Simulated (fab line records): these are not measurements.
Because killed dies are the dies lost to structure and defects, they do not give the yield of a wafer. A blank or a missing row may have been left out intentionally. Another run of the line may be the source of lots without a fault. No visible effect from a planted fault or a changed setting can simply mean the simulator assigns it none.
Struck lot and sound lot, side by side / flow nandHarc / 14 out of 1302 route steps
Sound: wafers L108.2, L108.4, L108.6. Wafers struck: L118.1, L118.3, L118.5. The cause is named last.
Per side, at each step with rows, come the tool, then ch with its chambers, and then its first start. Under that, the readings that differ: sound wafers / struck wafers / difference of the means / sigmas: that difference in standard deviations of wafers without a fault.
alike: readings whose means differ by less than 2 such deviations, and words and numbers that are the same on both sides. not compared: withheld readings, readings that some wafer has no value for, bounds like >300 that may hide the same value, and numbers for which the record gives no deviation and whose values overlap.
The two part at a step that has a row with sigmas, a row that says differs or no value, or rows on one side only. Non-overlapping numbers with no deviation appear without sigmas and do not part them. A reading missing from all wafers of one side parts the sides only when that side holds two or more wafers.

first, 5 steps without rows for these wafers: NHARC_A_STAIRCASE_EBR_264; NHARC_A_STAIRCASE_EXPOSE_265 (exposes mask CHOP 200); NHARC_A_STAIRCASE_PEB_266 (peb time 130 s); NHARC_A_STAIRCASE_DEVELOP_267 (time 140 s); NHARC_A_STAIRCASE_HARDBAKE_269 (time 140 s).
NHARC_A_STAIRCASE_DESCUM_270: chemistry O2, time 3 s.
  sound on rieDiel-04 ch 1,2,3, day 18 04:27; struck on rieDiel-04 ch 0,1,2, day 22 08:12
  alike: drypumpMotorCurrentA, oesProductAu, rfVppV, showerheadPlenumPTorr, throttleValvePct
  not compared: rfHoursCounterH
NHARC_A_STAIRCASE_ETCH_271: etches the open film in CF4/CHF3.
  sound on rieDiel-04 ch 0,2,3, day 18 04:59; struck on rieDiel-04 ch 1,2,3, day 22 08:17
  alike: cf4FlowSccm, drypumpMotorCurrentA, oesProductAu, rfVppV, showerheadPlenumPTorr, throttleValvePct
  not compared: rfHoursCounterH
NHARC_A_STAIRCASE_HM_OPEN_457: chemistry O2/COS.
  sound on rieDiel-04 ch 0,1; struck on rieDiel-04 ch 1,3
  alike: drypumpMotorCurrentA, oesProductAu, rfVppV, showerheadPlenumPTorr, throttleValvePct
  not compared: rfHoursCounterH
then, 1 step without rows for these wafers: NHARC_A_STAIRCASE_STRIP_458 (strips in O2/COS).
NHARC_A_STAIRCASE_ETCH_451: etches the open film in CF4/O2, target depth 30 nm, overetch 3 nm, time 16.5 s.
  sound on rieDiel-04 ch 0,1,2; struck on rieDiel-04 ch 0,1,3
reading=cf4FlowSccm (sccm); sound=79.61 79.93 80.08; struck=80.39 80.44 80.33; difference=+0.51; sigmas=+2
  alike: drypumpMotorCurrentA, oesProductAu, rfVppV, showerheadPlenumPTorr, throttleValvePct
  not compared: rfHoursCounterH
NHARC_A_STAIRCASE_ETCH_273: etches the open film in C4F8/O2/Ar, target depth 10200 nm, time 2468.6 s.
  sound on rieDiel-04 ch 0,1; struck on rieDiel-04 ch 0,1,3
  alike: oesProductAu, rfVppV
  not compared: rfHoursCounterH
NHARC_A_STAIRCASE_STRIP_274: strips in O2.
  sound on rieDiel-04 ch 1,3, day 18 07:06; struck on rieDiel-04 ch 1,3, day 22 13:37
  no value came back on the struck wafers for any of 7 readings (biasW (W), chamberPressureMTorr (mTorr) and others); on the sound wafers biasW (W) reads 0 0 0
  not compared: rfHoursCounterH
then, 1 step without rows for these wafers: NHARC_A_STAIRCASE_STRIP_275 (strips in SPM, time 900 s).
-- jump in the record: it breaks off in module A_STAIRCASE and resumes in module END (first step shown: number 1302 of the route), and 8 days separate the struck wafers' starts before and after --
NHARC_END_SORT_01:
  sound on prober-01 ch 0, day 25 18:56; struck on prober-01 ch 0, day 30 02:02
reading=killedShort; sound=2 4 6; struck=1 2 0; difference=-3; sigmas=-2
  alike: killedAtArray, killedAtOther, killedAtPeriphery, killedDies, killedOpen

WHERE THEY PART
Earliest at NHARC_A_STAIRCASE_ETCH_451; latest, in this record, at NHARC_END_SORT_01.

WHY: what the simulator had put in
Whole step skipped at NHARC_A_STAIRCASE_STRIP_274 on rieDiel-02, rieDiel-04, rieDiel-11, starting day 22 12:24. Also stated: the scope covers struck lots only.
